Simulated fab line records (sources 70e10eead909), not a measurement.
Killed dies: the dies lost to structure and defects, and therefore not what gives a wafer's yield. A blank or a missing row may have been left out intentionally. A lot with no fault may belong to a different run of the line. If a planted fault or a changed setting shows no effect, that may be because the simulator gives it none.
fab line records	flow nand_harc
record lots=11	wafers=33	last_day=33
route steps=1302 shown P_M2@350 P_BONDPAD@352 END@1302
lots that met no fault: from a run of the same line without faults
start_h: hours from the record's opening day to when the first of the lot's shown wafers began	wait_h: hours from the lot's prior step to this one	" repeats the value in the row above	L1.1+2: several wafers, shown together as one row	- no value, or no start was given	* or withheld: withheld	< > ~ a bound
route shown NAME@n: a module of which the file shows steps, and the number in the route of the first	usual: mean/standard deviation taken from wafers without a fault	same: alike in all rows	chamber/n: place in a boat	sites: each site's reading	_std_site: standard deviation across them	_edge_site: outer sites' mean less inner sites'	radius_mm: for every site, how far away it sits from the centre of the wafer	mask NAME#n: copy n	behind: tool/chamber where the wafer was last shaped	hold: why the lot went on hold/how many hours it stayed there/how the hold came to an end	device: transistor that didn't switch, given as n, p or np	end of line: the route-end tests of the same wafers	a step given without rows: its recipe and nothing more	killed: not the wafer's yield, but the dies lost to structure and defects at the first sort	map: dies across one wafer; x = killed, . = not, _ = none there
set.NAME: the run value of the setting; set.NAME@STEP: its run value at that earlier step	model.NAME: the simulator's own value behind a step, which no gauge read
steps of the route over a sample of lots; a table a step, a row a wafer
services: the hour from which a tool's chamber was out of use, counted from the record's first day as start_h (under 0 if before that day), plus the number of hours and why
## steps
# step NHARC_P_M2_DEP_33
# recipe target_thk_a=300	temp_c=370	target_thk_nm=30	pressure_torr=3	flow_sccm=200	rf_w=450	material=SiCN
# usual heater_power_w=617/78
lot.wafer	tool	chamber	start_h	wait_h	heater_power_w	since_wet_clean_h
L278.1	pecvd-02	2	212.10	0.1	741	144
L278.2	"	0	"	"	536	144
L278.4	"	2	"	"	735	-
L280.3	pecvd-04	0	227.88	0.1	681	127
L280.5	"	0	"	"	671	-
L280.6	"	1	"	"	517	-
L279.2	pecvd-02	1	228.91	0.1	717	161
L279.3	"	2	"	"	680	161
L279.5	"	0	"	"	519	-
L284.2	pecvd-03	2	276.00	0.1	614	78
L284.3	"	0	"	"	612	78
L284.6	"	0	"	"	613	-
L285.2	pecvd-02	2	276.97	0.1	735	28
L285.4	"	2	"	"	746	-
L285.3	"	0	"	"	554	-
L286.3	pecvd-04	2	295.47	0.1	744	14
L286.4	"	0	"	"	604	-
L286.5	"	1	"	"	456	-
L287.2	pecvd-02	1	307.31	0.1	739	58
L287.5	"	0	"	"	513	-
L287.6	"	1	"	"	726	-
L288.1	pecvd-02	1	311.62	0.1	704	63
L288.4	"	0	"	"	564	-
L288.5	"	0	"	"	568	-
L289.1	pecvd-04	2	332.52	0.1	744	51
L289.5	"	2	"	"	753	-
L289.6	"	1	"	"	547	-
L291.3	pecvd-02	1	339.75	0.1	653	91
L291.4	"	0	"	"	569	-
L291.5	"	1	"	"	642	-
L292.1	pecvd-03	1	353.24	0.1	590	155
L292.3	"	2	"	"	587	155
L292.5	"	0	"	"	509	-
# step NHARC_P_BONDPAD_CMP_32
# recipe target_thk_nm=200	material=SiCN
# usual motor_current_A=11.9/0.76
lot.wafer	tool	chamber	start_h	wait_h	motor_current_A
L278.2	cmp-02	2	212.87	-	10.6
L278.1	"	3	"	"	13.0
L278.4	"	0	"	"	12.0
L280.3	cmp-01	1	228.72	-	10.9
L280.6	"	3	"	"	12.4
L280.5	"	0	"	"	11.5
L279.3	cmp-02	0	229.71	-	11.8
L279.2	"	2	"	"	11.2
L279.5	"	0	"	"	12.2
L284.2	cmp-02	1	276.78	-	12.6
L284.3	"	2	"	"	10.4
L284.6	"	0	"	"	12.2
L285.3	cmp-02	3	277.93	-	12.8
L285.4	"	0	"	"	11.7
L285.2	"	1	"	"	12.0
L286.3	cmp-02	0	296.35	-	11.9
L286.4	"	3	"	"	12.4
L286.5	"	0	"	"	11.7
L287.2	cmp-02	2	308.37	0.5	11.1
L287.6	"	0	"	"	12.0
L287.5	"	1	"	"	12.9
L288.4	cmp-02	2	312.59	-	11.3
L288.1	"	0	"	"	12.7
L288.5	"	3	"	"	12.6
L289.1	cmp-01	0	333.37	-	12.1
L289.5	"	3	"	"	12.4
L289.6	"	0	"	"	11.4
L291.4	cmp-01	1	340.58	-	11.1
L291.3	"	2	"	"	10.7
L291.5	"	3	"	"	12.4
L292.1	cmp-01	0	354.04	-	11.7
L292.3	"	2	"	"	11.1
L292.5	"	0	"	"	11.5
# step NHARC_P_BONDPAD_ETCH_37
# recipe target_depth_a=600	overetch_a=180	time_s=65.91	ion_energy_ev=200	n2_flow_sccm=150	h2_flow_sccm=150	ar_flow_sccm=0	rf_w=400	bias_w=150	chemistry=N2/H2
# usual chamber_pressure_mTorr=29.999/0.028	drypump_motor_current_A=5.7/0.48	n2_flow_sccm=149.9/0.48	oes_product_au=1.001/0.0091	rf_fwd_power_W=396.5/1.6	rf_vpp_V=429.0/2.4	showerhead_plenum_p_Torr=1.98/0.083	throttle_valve_pct=14.171/0.0094
lot.wafer	tool	chamber	start_h	wait_h	chamber_pressure_mTorr	drypump_motor_current_A	n2_flow_sccm	oes_product_au	rf_fwd_power_W	rf_hours_counter_h	rf_vpp_V	showerhead_plenum_p_Torr	throttle_valve_pct
L278.1	rie_diel-12	2	214.00	0.1	29.986	5.7	149.9	0.998	394.9	2.8	427.0	1.91	14.153
L278.2	"	3	"	"	29.983	6.0	150.4	1.025	395.1	2.9	427.6	1.91	14.169
L278.4	"	0	"	"	30.002	5.5	150.0	0.999	398.2	2.8	430.0	2.06	14.176
L280.3	rie_diel-12	0	229.67	0.1	29.993	5.5	150.2	0.998	395.5	2.9	429.9	2.06	14.174
L280.6	"	1	"	"	29.949	5.0	149.9	1.004	396.9	-	427.1	1.90	14.169
L280.5	"	2	"	"	29.984	5.7	150.0	0.988	397.4	-	428.4	1.91	14.174
L279.2	rie_diel-12	0	230.84	0.1	30.024	5.5	149.7	0.997	395.8	3.0	431.2	2.06	14.169
L279.3	"	1	"	"	30.008	5.0	149.2	1.007	397.9	2.8	426.7	1.90	14.158
L279.5	"	2	"	"	30.014	5.7	149.8	0.992	396.8	-	426.6	1.91	14.175
L284.3	rie_diel-01	0	277.87	0.1	30.072	6.3	149.8	1.008	392.5	2.5	436.1	2.18	14.178
L284.2	"	2	"	"	30.038	5.4	150.5	1.007	394.8	2.7	433.1	2.04	14.177
L284.6	"	1	"	"	30.021	5.5	149.2	0.999	395.6	-	429.2	1.97	14.160
L285.2	rie_diel-01	2	279.06	0.1	30.007	5.4	149.5	1.003	395.0	2.7	430.6	2.04	14.169
L285.3	"	3	"	"	29.970	6.5	150.1	1.000	394.9	2.8	428.0	1.98	14.173
L285.4	"	1	"	"	30.015	5.5	150.3	0.993	394.1	2.5	429.0	1.97	14.149
L286.3	rie_diel-06	1	297.34	0.1	29.986	6.0	150.3	1.006	397.6	9.2	427.4	1.92	14.165
L286.4	"	2	"	"	29.999	5.9	150.7	1.010	397.0	10.9	430.5	2.00	14.173
L286.5	"	0	"	"	30.028	6.6	150.1	0.995	392.0	-	426.8	1.92	14.158
L287.2	rie_diel-12	2	309.44	0.1	30.041	5.7	150.2	1.018	396.8	0.9	427.6	1.91	14.162
L287.5	"	1	"	"	29.940	5.0	149.6	0.995	396.9	-	426.4	1.90	14.185
L287.6	"	2	"	"	29.954	5.7	149.5	0.997	397.4	-	427.6	1.91	14.169
L288.1	rie_diel-12	1	313.72	0.1	29.969	5.0	150.3	1.012	398.7	1.0	428.5	1.90	14.163
L288.4	"	2	"	"	30.006	5.7	149.6	1.004	396.0	1.1	427.1	1.91	14.177
L288.5	"	1	"	"	30.013	5.0	149.9	1.009	398.4	-	426.8	1.90	14.173
L289.1	rie_diel-12	0	334.49	0.1	29.999	5.5	149.8	0.992	396.7	1.6	431.3	2.05	14.160
L289.6	"	1	"	"	29.963	5.0	150.4	0.987	397.9	-	426.8	1.90	14.173
L289.5	"	0	"	"	30.014	5.5	149.3	0.982	398.5	-	430.5	2.06	14.194
L291.3	rie_diel-01	3	341.65	0.1	30.004	6.5	150.2	1.008	398.5	7.1	428.6	1.98	14.171
L291.4	"	1	"	"	29.917	5.6	148.5	1.005	395.7	6.5	428.5	1.97	14.179
L291.5	"	3	"	"	30.003	6.5	148.9	1.000	396.6	-	427.7	1.98	14.174
L292.1	rie_diel-12	3	355.04	0.1	30.002	5.9	150.4	0.986	397.5	2.4	426.4	1.91	14.184
L292.3	"	1	"	"	29.983	4.9	150.5	1.004	398.5	2.5	426.8	1.90	14.161
L292.5	"	1	"	"	30.035	5.0	149.6	1.020	397.5	-	426.6	1.90	14.176
# step NHARC_P_BONDPAD_ETCH_12
# recipe target_depth_a=2000	time_s=100	chf3_flow_sccm=50	o2_flow_sccm=10	ar_flow_sccm=200	rf_w=500	bias_w=200	chemistry=CHF3/O2
# usual chamber_pressure_mTorr=25.003/0.023	drypump_motor_current_A=5.7/0.45	oes_product_au=0.936/0.021	rf_fwd_power_W=496.6/1.6	rf_vpp_V=369.2/2.2	showerhead_plenum_p_Torr=2.34/0.091	throttle_valve_pct=20.572/0.0098
lot.wafer	tool	chamber	start_h	wait_h	chamber_pressure_mTorr	drypump_motor_current_A	oes_product_au	rf_fwd_power_W	rf_hours_counter_h	rf_vpp_V	showerhead_plenum_p_Torr	throttle_valve_pct
L278.1	rie_diel-12	0	214.09	-	25.040	5.5	1.217	694.9	2.8	371.7	2.42	20.577
L278.4	"	1	"	"	25.015	5.0	1.232	696.2	2.6	366.5	2.25	20.577
L278.2	"	2	"	"	24.982	5.7	1.192	695.3	2.8	368.5	2.26	20.583
L280.3	rie_diel-12	2	229.77	-	24.968	5.6	1.183	696.8	3.0	367.3	2.26	20.575
L280.5	"	3	"	"	25.018	5.9	1.178	698.5	-	367.4	2.26	20.575
L280.6	"	0	"	"	25.024	5.5	1.163	697.9	-	370.6	2.42	20.571
L279.2	rie_diel-12	2	230.93	-	25.009	5.7	1.197	696.1	3.1	369.1	2.26	20.589
L279.3	"	3	"	"	24.997	5.9	1.216	698.1	3.2	367.6	2.26	20.552
L279.5	"	1	"	"	25.018	5.0	1.180	695.9	-	366.9	2.25	20.582
L284.3	rie_diel-01	0	277.96	-	24.949	6.4	0.926	494.7	2.5	373.9	2.56	20.565
L284.2	"	3	"	"	24.987	6.5	0.912	498.1	2.8	368.8	2.34	20.563
L284.6	"	0	"	"	25.043	6.4	0.928	496.6	-	374.8	2.56	20.556
L285.2	rie_diel-01	2	279.15	-	25.007	5.4	0.934	497.5	2.8	371.1	2.41	20.554
L285.4	"	3	"	"	24.997	6.5	0.921	495.6	2.9	369.3	2.34	20.580
L285.3	"	1	"	"	25.011	5.5	0.918	494.7	2.5	368.5	2.33	20.590
L286.3	rie_diel-06	0	297.43	-	25.011	6.6	0.918	496.2	10.0	366.3	2.27	20.578
L286.4	"	1	"	"	24.998	5.9	0.930	495.5	9.2	368.1	2.27	20.569
L286.5	"	3	"	"	25.013	5.4	0.930	498.6	-	371.1	2.45	20.567
L287.2	rie_diel-12	1	309.55	-	24.954	5.0	0.935	498.2	0.8	366.8	2.25	20.566
L287.5	"	2	"	"	25.017	5.7	0.927	495.1	-	367.3	2.26	20.571
L287.6	"	3	"	"	24.976	5.9	0.919	498.1	-	366.5	2.26	20.568
L288.1	rie_diel-12	0	313.81	-	25.014	5.5	0.921	495.9	1.2	370.5	2.42	20.556
L288.4	"	2	"	"	25.025	5.7	0.939	495.0	1.1	367.6	2.26	20.565
L288.5	"	0	"	"	24.981	5.5	0.903	496.8	-	371.7	2.42	20.575
L289.1	rie_diel-12	3	334.59	-	25.002	5.9	0.923	500.5	1.6	366.6	2.26	20.568
L289.5	"	0	"	"	25.017	5.5	0.898	498.7	-	370.0	2.42	20.585
L289.6	"	3	"	"	24.969	5.9	0.918	498.2	-	370.6	2.26	20.575
L291.4	rie_diel-01	3	341.75	-	24.978	6.5	0.926	496.3	7.1	368.7	2.34	20.568
L291.3	"	0	"	"	25.004	6.4	0.923	495.3	6.2	374.1	2.55	20.585
L291.5	"	1	"	"	24.963	5.5	0.932	494.7	-	369.9	2.32	20.572
L292.1	rie_diel-12	0	355.16	-	25.020	5.5	0.918	497.7	2.7	371.9	2.42	20.563
L292.3	"	1	"	"	24.985	5.0	0.929	500.9	2.6	367.3	2.25	20.569
L292.5	"	1	"	"	25.019	4.9	0.934	498.0	-	366.9	2.25	20.583
# step NHARC_END_SORT_01
# recipe temp_c=25
# usual defect_limited_yield=91/3	killed_at_array=59/20	killed_at_other=0.8/1	killed_at_periphery=3.2/2.1	killed_dies=63/21	killed_open=3.0/1.9	killed_short=2.3/1.5
# same gross_dies=677
lot.wafer	tool	chamber	start_h	wait_h	defect_limited_yield[%]	killed_at_array	killed_at_other	killed_at_periphery	killed_dies	killed_open	killed_short
L278.1	prober-02	0	637.52	2.5	88	74	0	4	78	3	0
L278.2	prober-02	0	638.31	2.8	89	74	0	2	76	3	1
L278.4	prober-02	0	639.89	3.4	88	75	0	6	81	2	4
L280.3	prober-01	0	654.28	3.1	94	34	3	6	43	1	3
L280.5	prober-01	0	655.85	3.7	93	42	2	4	48	7	4
L280.6	prober-01	0	656.64	3.9	94	37	1	2	40	1	4
L279.2	prober-02	0	663.45	2.8	87	78	3	4	85	4	2
L279.3	prober-02	0	664.26	3.1	87	84	0	1	85	2	2
L279.5	prober-02	0	665.87	3.7	89	72	1	4	77	5	7
L284.2	prober-01	0	702.23	2.8	89	67	0	6	73	9	2
L284.3	prober-01	0	703.04	3.1	88	78	0	5	83	3	2
L284.6	prober-01	0	705.45	4.0	89	66	0	9	75	5	4
L285.2	prober-01	0	710.06	2.8	96	24	0	4	28	4	2
L285.3	prober-01	0	710.85	3.1	97	21	0	2	23	3	2
L285.4	prober-01	0	711.64	3.4	96	23	0	2	25	4	0
L286.3	prober-01	0	718.63	3.1	86	91	1	5	97	4	2
L286.4	prober-01	0	719.43	3.4	87	80	0	8	88	2	1
L286.5	prober-01	0	720.22	3.7	89	71	0	6	77	1	3
L287.2	prober-01	0	729.31	2.8	91	55	0	3	58	1	2
L287.5	prober-01	0	731.66	3.6	91	60	2	1	63	3	2
L287.6	prober-01	0	732.44	3.9	90	66	0	1	67	3	2
L288.1	prober-01	0	744.17	2.5	86	89	0	3	92	1	6
L288.4	prober-01	0	746.59	3.4	87	83	0	5	88	2	3
L288.5	prober-01	0	747.39	3.7	88	79	2	1	82	4	2
L289.1	prober-01	0	761.88	2.5	90	64	2	2	68	8	1
L289.5	prober-01	0	765.07	3.7	90	66	0	2	68	4	2
L289.6	prober-01	0	765.87	4.0	91	62	0	2	64	3	2
L292.1	prober-01	0	779.67	2.5	89	70	0	4	74	2	1
L292.3	prober-01	0	781.27	3.1	91	60	1	3	64	7	1
L292.5	prober-01	0	782.87	3.7	91	54	1	6	61	0	0
L291.3	prober-01	0	789.09	3.1	93	47	2	0	49	1	3
L291.4	prober-01	0	789.90	3.4	92	51	2	3	56	2	3
L291.5	prober-01	0	790.70	3.7	92	48	4	3	55	1	4
# killed by level:class
L278.1 A_SLIT:chamber_film_flake=36 A_CHANNEL_HOLE_D2:chamber_film_flake=19 A_STAIRCASE:chamber_film_flake=5 A_CHANNEL_HOLE_D1:chamber_film_flake=4 P_M2:chamber_film_flake=2 A_ZERO_WELL:chamber_film_flake=2 A_CONTACT:chamber_film_flake=2 A_ONON_D1:geometric_particle:open=1
L278.2 A_SLIT:chamber_film_flake=35 A_CHANNEL_HOLE_D2:chamber_film_flake=29 A_CONTACT:chamber_film_flake=3 A_CHANNEL_FILL_D1:geometric_particle:open=2 A_CHANNEL_HOLE_D1:chamber_film_flake=2 A_CHANNEL_HOLE_D2:geometric_particle:open=1 A_M0:geometric_particle:short=1 P_ZERO_WELL:chamber_film_flake=1
L278.4 A_CHANNEL_HOLE_D2:chamber_film_flake=30 A_SLIT:chamber_film_flake=28 A_STAIRCASE:chamber_film_flake=5 A_CHANNEL_HOLE_D1:chamber_film_flake=4 P_ZERO_WELL:chamber_film_flake=3 A_CHANNEL_FILL_D2:chamber_film_flake=3 P_GATE:geometric_particle:open=1 P_CONTACT:geometric_particle:short=1
L280.3 A_CHANNEL_HOLE_D2:chamber_film_flake=19 P_BONDPAD:chamber_film_flake=3 A_CHANNEL_HOLE_D1:chamber_film_flake=3 A_CHANNEL_FILL_D2:chamber_film_flake=3 THIN_TSV:chamber_film_flake=3 P_ZERO_WELL:chamber_film_flake=2 A_STAIRCASE:chamber_film_flake=2 A_CONTACT:chamber_film_flake=2
L280.5 A_CHANNEL_HOLE_D2:chamber_film_flake=15 A_STAIRCASE:chamber_film_flake=5 A_CONTACT:chamber_film_flake=5 A_CHANNEL_HOLE_D1:chamber_film_flake=3 A_WL_FILL:geometric_particle:open=2 A_SLIT:chamber_film_flake=2 A_BONDPAD:chamber_film_flake=2 THIN_TSV:chamber_film_flake=2
L280.6 A_CHANNEL_HOLE_D2:chamber_film_flake=12 A_CONTACT:chamber_film_flake=7 A_CHANNEL_HOLE_D1:chamber_film_flake=6 A_WL_FILL:chamber_film_flake=3 A_SOURCE_PLATE:geometric_particle:short=2 P_BONDPAD:chamber_film_flake=2 A_CHANNEL_FILL_D2:chamber_film_flake=2 A_BONDPAD:chamber_film_flake=2
L279.2 A_SLIT:chamber_film_flake=34 A_CHANNEL_HOLE_D1:chamber_film_flake=26 A_CHANNEL_HOLE_D2:chamber_film_flake=10 P_M2:chamber_film_flake=2 A_STAIRCASE:chamber_film_flake=2 THIN_TSV:chamber_film_flake=2 P_CONTACT:geometric_particle:open=1 P_M0:geometric_particle:open=1
L279.3 A_SLIT:chamber_film_flake=33 A_CHANNEL_HOLE_D1:chamber_film_flake=32 A_CHANNEL_HOLE_D2:chamber_film_flake=10 A_CHANNEL_FILL_D1:geometric_particle:short=2 A_STAIRCASE:chamber_film_flake=2 A_CONTACT:chamber_film_flake=2 A_CHANNEL_FILL_D1:geometric_particle:open=1 A_DECK1_JOINT:geometric_particle:open=1
L279.5 A_SLIT:chamber_film_flake=31 A_CHANNEL_HOLE_D1:chamber_film_flake=14 A_CHANNEL_HOLE_D2:chamber_film_flake=7 A_STAIRCASE:chamber_film_flake=5 A_CONTACT:chamber_film_flake=4 A_CHANNEL_FILL_D1:geometric_particle:short=3 P_M2:chamber_film_flake=2 P_GATE:geometric_particle:short=1
L284.2 A_CHANNEL_HOLE_D1:chamber_film_flake=26 A_CHANNEL_HOLE_D2:chamber_film_flake=26 A_WL_FILL:geometric_particle:open=4 A_CONTACT:chamber_film_flake=4 P_CONTACT:geometric_particle:open=2 P_GATE:chamber_film_flake=2 P_GATE:geometric_particle:open=1 P_CONTACT:geometric_particle:short=1
L284.3 A_CHANNEL_HOLE_D1:chamber_film_flake=33 A_CHANNEL_HOLE_D2:chamber_film_flake=23 A_CONTACT:chamber_film_flake=5 A_CHANNEL_FILL_D1:chamber_film_flake=3 A_SLIT:chamber_film_flake=3 A_M1:chamber_film_flake=3 P_GATE:chamber_film_flake=2 P_BONDPAD:chamber_film_flake=2
L284.6 A_CHANNEL_HOLE_D1:chamber_film_flake=27 A_CHANNEL_HOLE_D2:chamber_film_flake=19 A_CONTACT:chamber_film_flake=7 A_WL_FILL:geometric_particle:short=3 P_BONDPAD:chamber_film_flake=3 A_CHANNEL_FILL_D2:chamber_film_flake=3 A_ONON_D2:geometric_particle:open=2 P_GATE:chamber_film_flake=2
L285.2 A_CHANNEL_HOLE_D1:chamber_film_flake=8 A_SLIT:chamber_film_flake=4 A_CHANNEL_FILL_D1:geometric_particle:open=2 P_STI:chamber_film_flake=2 A_CHANNEL_HOLE_D2:chamber_film_flake=2 A_WL_FILL:chamber_film_flake=2 P_GATE:geometric_particle:short=1 A_ONON_D1:geometric_particle:open=1
L285.3 A_CHANNEL_HOLE_D1:chamber_film_flake=8 A_SLIT:chamber_film_flake=5 A_ONON_D2:geometric_particle:short=2 A_CONTACT:chamber_film_flake=2 P_CONTACT:geometric_particle:open=1 A_CHANNEL_HOLE_D2:geometric_particle:open=1 A_M0:geometric_particle:open=1 P_STI:chamber_film_flake=1
L285.4 A_CHANNEL_HOLE_D1:chamber_film_flake=12 A_SLIT:chamber_film_flake=6 P_CONTACT:geometric_particle:open=1 P_M0:geometric_particle:open=1 A_CHANNEL_FILL_D1:geometric_particle:open=1 A_SGD_CUT:geometric_particle:open=1 A_CHANNEL_FILL_D1:chamber_film_flake=1 A_DECK1_JOINT:chamber_film_flake=1
L286.3 A_SLIT:chamber_film_flake=31 A_CHANNEL_HOLE_D2:chamber_film_flake=25 A_CHANNEL_HOLE_D1:chamber_film_flake=24 A_CONTACT:chamber_film_flake=5 A_ONON_D2:geometric_particle:open=2 P_STI:chamber_film_flake=2 P_CONTACT:chamber_film_flake=2 A_CHANNEL_FILL_D2:geometric_particle:open=1
L286.4 A_SLIT:chamber_film_flake=34 A_CHANNEL_HOLE_D2:chamber_film_flake=20 A_CHANNEL_HOLE_D1:chamber_film_flake=15 A_CONTACT:chamber_film_flake=5 P_STI:chamber_film_flake=3 A_CHANNEL_FILL_D1:chamber_film_flake=3 P_CONTACT:chamber_film_flake=2 P_M0:geometric_particle:open=1
L286.5 A_SLIT:chamber_film_flake=28 A_CHANNEL_HOLE_D1:chamber_film_flake=24 A_CHANNEL_HOLE_D2:chamber_film_flake=9 P_CONTACT:chamber_film_flake=4 A_CONTACT:chamber_film_flake=3 A_WL_FILL:chamber_film_flake=2 P_CONTACT:geometric_particle:open=1 A_SOURCE_PLATE:geometric_particle:short=1
L287.2 A_SLIT:chamber_film_flake=29 A_CHANNEL_HOLE_D1:chamber_film_flake=11 A_BLC:chamber_film_flake=4 A_DECK1_JOINT:chamber_film_flake=2 A_CHANNEL_HOLE_D2:chamber_film_flake=2 A_STAIRCASE:chamber_film_flake=2 A_CONTACT:chamber_film_flake=2 P_CONTACT:geometric_particle:open=1
L287.5 A_SLIT:chamber_film_flake=22 A_CHANNEL_HOLE_D1:chamber_film_flake=20 A_CONTACT:chamber_film_flake=6 A_BLC:chamber_film_flake=4 A_STAIRCASE:chamber_film_flake=2 THIN_TSV:chamber_film_flake=2 P_CONTACT:geometric_particle:open=1 A_SOURCE_PLATE:geometric_particle:short=1
L287.6 A_SLIT:chamber_film_flake=36 A_CHANNEL_HOLE_D1:chamber_film_flake=15 A_BLC:chamber_film_flake=4 A_CONTACT:chamber_film_flake=2 A_SOURCE_PLATE:geometric_particle:open=1 A_ONON_D2:geometric_particle:short=1 A_CHANNEL_HOLE_D2:geometric_particle:open=1 A_BLC:geometric_particle:open=1
L288.1 A_SLIT:chamber_film_flake=32 A_CHANNEL_HOLE_D2:chamber_film_flake=24 A_CHANNEL_HOLE_D1:chamber_film_flake=19 A_SGD_CUT:geometric_particle:short=3 A_CONTACT:chamber_film_flake=3 A_ZERO_WELL:chamber_film_flake=2 P_M0:geometric_particle:short=1 A_ONON_D1:geometric_particle:short=1
L288.4 A_CHANNEL_HOLE_D1:chamber_film_flake=28 A_CHANNEL_HOLE_D2:chamber_film_flake=25 A_SLIT:chamber_film_flake=21 A_CONTACT:chamber_film_flake=3 P_BONDPAD:chamber_film_flake=2 P_CONTACT:geometric_particle:short=1 P_M1:geometric_particle:open=1 A_CHANNEL_FILL_D1:geometric_particle:short=1
L288.5 A_SLIT:chamber_film_flake=27 A_CHANNEL_HOLE_D1:chamber_film_flake=25 A_CHANNEL_HOLE_D2:chamber_film_flake=17 A_CONTACT:chamber_film_flake=4 THIN_TSV:chamber_film_flake=2 P_M0:geometric_particle:open=1 A_CHANNEL_FILL_D1:geometric_particle:short=1 A_DECK1_JOINT:geometric_particle:open=1
L289.1 A_CHANNEL_HOLE_D2:chamber_film_flake=24 A_CHANNEL_HOLE_D1:chamber_film_flake=15 A_SLIT:chamber_film_flake=6 A_CONTACT:chamber_film_flake=6 A_BLC:chamber_film_flake=4 P_M1:geometric_particle:open=2 A_CHANNEL_FILL_D2:geometric_particle:open=2 A_CONTACT:geometric_particle:open=2
L289.5 A_CHANNEL_HOLE_D2:chamber_film_flake=25 A_CHANNEL_HOLE_D1:chamber_film_flake=17 A_SLIT:chamber_film_flake=7 A_CONTACT:chamber_film_flake=5 A_BLC:chamber_film_flake=4 A_CHANNEL_FILL_D1:geometric_particle:open=3 A_CHANNEL_FILL_D1:geometric_particle:short=2 A_STAIRCASE:chamber_film_flake=2
L289.6 A_CHANNEL_HOLE_D2:chamber_film_flake=26 A_CHANNEL_HOLE_D1:chamber_film_flake=14 A_BLC:chamber_film_flake=9 A_CHANNEL_FILL_D1:chamber_film_flake=3 A_SLIT:chamber_film_flake=3 P_CONTACT:geometric_particle:open=1 P_CONTACT:geometric_particle:short=1 A_CHANNEL_FILL_D1:geometric_particle:short=1
L292.1 A_CHANNEL_HOLE_D2:chamber_film_flake=31 A_CHANNEL_HOLE_D1:chamber_film_flake=18 A_SLIT:chamber_film_flake=8 A_CONTACT:chamber_film_flake=7 P_GATE:chamber_film_flake=3 A_STAIRCASE:chamber_film_flake=2 A_CHANNEL_FILL_D2:geometric_particle:open=1 A_SGD_CUT:geometric_particle:short=1
L292.3 A_CHANNEL_HOLE_D2:chamber_film_flake=28 A_CHANNEL_HOLE_D1:chamber_film_flake=14 A_SLIT:chamber_film_flake=6 A_CONTACT:chamber_film_flake=4 A_CHANNEL_FILL_D2:geometric_particle:open=2 P_GATE:geometric_particle:open=1 P_M0:geometric_particle:open=1 A_DECK1_JOINT:geometric_particle:open=1
L292.5 A_CHANNEL_HOLE_D2:chamber_film_flake=24 A_CHANNEL_HOLE_D1:chamber_film_flake=17 A_SLIT:chamber_film_flake=7 A_CONTACT:chamber_film_flake=4 P_ZERO_WELL:chamber_film_flake=3 P_GATE:chamber_film_flake=2 A_STAIRCASE:chamber_film_flake=2 P_STI:chamber_film_flake=1
L291.3 A_SLIT:chamber_film_flake=27 A_CHANNEL_HOLE_D1:chamber_film_flake=11 A_CONTACT:chamber_film_flake=3 THIN_TSV:chamber_film_flake=2 A_ONON_D1:geometric_particle:short=1 A_SGD_CUT:geometric_particle:short=1 A_WL_FILL:geometric_particle:short=1 A_M0:geometric_particle:open=1
L291.4 A_SLIT:chamber_film_flake=25 A_CHANNEL_HOLE_D1:chamber_film_flake=16 A_CONTACT:chamber_film_flake=5 A_STAIRCASE:chamber_film_flake=2 THIN_TSV:chamber_film_flake=2 P_STI:geometric_particle:short=1 P_CONTACT:geometric_particle:open=1 P_M2:geometric_particle:open=1
L291.5 A_SLIT:chamber_film_flake=29 A_CHANNEL_HOLE_D1:chamber_film_flake=10 THIN_TSV:chamber_film_flake=4 A_WL_FILL:geometric_particle:short=3 P_GATE:chamber_film_flake=3 A_CONTACT:chamber_film_flake=3 A_CHANNEL_FILL_D2:geometric_particle:short=1 A_M0:geometric_particle:open=1
## services
tool	chamber	start_h	hours	kind
rie_diel-12	-	190.07	0.3	repair
cmp-01	-	190.25	1.1	repair
cmp-01	-	195.74	0.4	repair
rie_diel-01	-	218.71	9.0	pm
rie_diel-06	1	228.87	3.5	repair
cmp-02	-	232.50	4.0	pm
pecvd-02	-	235.97	13.0	pm
pecvd-03	-	242.89	1.2	repair
cmp-01	-	249.89	5.4	repair
rie_diel-12	-	268.40	9.0	pm
pecvd-04	-	269.00	13.0	pm
cmp-01	-	283.50	4.0	pm
pecvd-02	2	286.40	31.1	repair
pecvd-04	2	298.47	13.5	repair
rie_diel-06	-	307.20	9.0	pm
cmp-01	-	309.13	5.1	repair
cmp-01	-	323.73	0.8	repair
rie_diel-12	2	325.90	35.5	repair
rie_diel-06	1	329.53	7.0	repair
cmp-02	-	330.50	4.0	pm
rie_diel-06	0	337.37	7.7	repair
rie_diel-12	3	344.48	10.1	repair
cmp-01	-	344.99	2.0	repair
cmp-02	-	348.89	0.8	repair
## key
first_sign step=NHARC_P_BONDPAD_ETCH_12	reading=rf_fwd_power_W	direction=up	sigmas=99+	usual=*	struck=*
effect step=NHARC_P_BONDPAD_ETCH_12	reading=oes_product_au	direction=up	sigmas=12	usual=0.936	struck=1.195
met_at NHARC_P_BONDPAD_ETCH_12
struck_lots L278,L279,L280
not_acting_at NHARC_P_M2_DEP_33,NHARC_P_BONDPAD_CMP_32,NHARC_P_BONDPAD_ETCH_37
fault kind=process_parameter_drift	tool=rie_diel-12	chamber=-	onset_h=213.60	steps=NHARC_P_BONDPAD_ETCH_12	channel=rf_w	offset=*	shape=step	end_h=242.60	acts_in=*	stated=*
